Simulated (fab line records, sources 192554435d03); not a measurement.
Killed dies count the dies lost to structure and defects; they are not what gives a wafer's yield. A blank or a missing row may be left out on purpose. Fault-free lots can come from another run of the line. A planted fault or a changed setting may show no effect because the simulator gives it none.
Which tool was responsible? | flow n5_finfet | 24 lots, 72 wafers sampled, at 1 step of a route of 1938

## WHAT THE GAUGES READ, wafer by wafer
N5_BEOL_M0_CUTY_INSPECT_59: inspects for defects (macro). Usual: 1.8 for raw_defect_count, sd 1.3.
lot  | measured     | on                | raw_defect_count | flag
L074 | day 5 21:34  | defect_inspect-01 | 0 3 0            |
L075 | day 6 03:13  | defect_inspect-01 | 1 1 1            |
L076 | day 6 06:05  | defect_inspect-01 | 0 2 2            |
L077 | day 6 08:47  | defect_inspect-01 | 3 2 2            |
L078 | day 6 19:16  | defect_inspect-02 | 2 4 3            |
L079 | day 7 01:16  | defect_inspect-01 | 1 0 0            |
L080 | day 7 07:11  | defect_inspect-02 | 1 1 1            |
L081 | day 7 11:37  | defect_inspect-02 | 1 3 4            |
L082 | day 7 17:22  | defect_inspect-01 | 0 3 1            |
L083 | day 7 23:16  | defect_inspect-01 | 0 0 4            |
L084 | day 8 03:21  | defect_inspect-01 | 2 4 2            |
L085 | day 8 13:44  | defect_inspect-01 | 0 1 3            |
L086 | day 8 19:48  | defect_inspect-01 | 2 2 2            |
L087 | day 9 02:19  | defect_inspect-02 | 2 4 2            |
L088 | day 9 06:25  | defect_inspect-01 | 0 1 3            |
L089 | day 9 19:17  | defect_inspect-01 | 3 1 2            |
L090 | day 10 02:07 | defect_inspect-02 | 2 0 2            |
L091 | day 10 14:36 | defect_inspect-02 | 3 0 1            |
L092 | day 10 19:46 | defect_inspect-02 | 2 5 0            |
L093 | day 11 00:28 | defect_inspect-02 | 0 2 1            |
L094 | day 11 02:38 | defect_inspect-02 | 2 2 1            |
L095 | day 11 05:36 | defect_inspect-01 | 3 2 2            |
L096 | day 11 13:59 | defect_inspect-02 | 0 1 0            |
L097 | day 11 18:01 | defect_inspect-01 | 1 0 1            |

## WHICH TOOL RAN EACH LOT (tool, then ch and the chambers of the sampled wafers, then the start)
No process step before these readings appears in the record.

## AS READ BY THE TOOLS THEMSELVES (means over the sampled wafers that have a number; for cases with no such wafer, the mark the record gives instead)
The record holds no such reading with a usual standard deviation.

## THE ANSWER, worked out from the rows above alone
Rule: lot off if the mean of its wafers having a number is beyond 3 standard deviations from the usual mean. Also off: a lot with no number at a reading for which 4 or more lots have one. Any other lot the step has rows for is counted as sound. First the gauges in route order, then the tools' own readings, where a lot's mean is used as printed above. At the first step where some lot is off, the reading lying furthest off is the one used; lots without a number count as furthest.
Nothing can be told from this: no lot is off at any reading shown.

## WHAT THE SIMULATOR HAD PUT IN
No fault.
